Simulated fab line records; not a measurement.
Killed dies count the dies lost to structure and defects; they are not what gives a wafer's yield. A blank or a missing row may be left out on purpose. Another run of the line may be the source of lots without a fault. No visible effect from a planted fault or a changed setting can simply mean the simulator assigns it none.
Chamber matching -- flow nand_harc -- rie_diel-09 running NHARC_A_SLIT_ETCH_29: 4 sister chambers
The step etches the open film in CF4/O2, target depth 100 nm, overetch 10 nm, time 55 s. 8 wafers are shown with their chamber, then 7 later ones without.

EACH WAFER AND ITS CHAMBER
wafer,chamber,drypump_motor_current_A (A),rf_vpp_V (V)
L074.6,3,5.1,197.5
L077.3,3,5.1,195.8
L075.4,1,5.8,199.2
L081.1,2,4.8,198.8
L081.3,1,5.8,198.4
L081.5,0,5.8,196.8
L089.1,2,4.7,198.7
L089.3,0,5.8,196.4

WAFERS WITH NO CHAMBER GIVEN
wafer,drypump_motor_current_A (A),rf_vpp_V (V)
L089.5,5.8,198.7
L095.1,5.1,196.1
L095.4,4.7,197.4
L095.6,5.7,196.9
L097.2,5.8,199.7
L097.3,4.7,197.8
L097.5,5.8,197.9

EACH ONE'S CHAMBER
wafer,from the rows above,in truth
L089.5,1,1
L095.1,3,3
L095.4,2,2
L095.6,can't be placed: 0 or 1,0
L097.2,1,1
L097.3,2,2
L097.5,can't be placed: 1 or 0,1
Correctly placed: 5 of 7. From these rows, 2 cannot be placed; in 2 the true chamber is one of the candidates. Number placed wrongly: 0.
How it was worked out, from the rows above alone: a wafer's distance from a chamber is the root of the sum, over the readings, of the square of ((its reading less the chamber's mean) divided by the reading's scatter). The wafer belongs to the nearest chamber; if the next one is less than 2 further off, it can't be placed. A chamber's mean is the mean of its shown wafers. How the scatter is found: for the shown wafers, subtract from each reading the mean of its chamber, square and add these, divide the total by (wafers less chambers), then take the root.
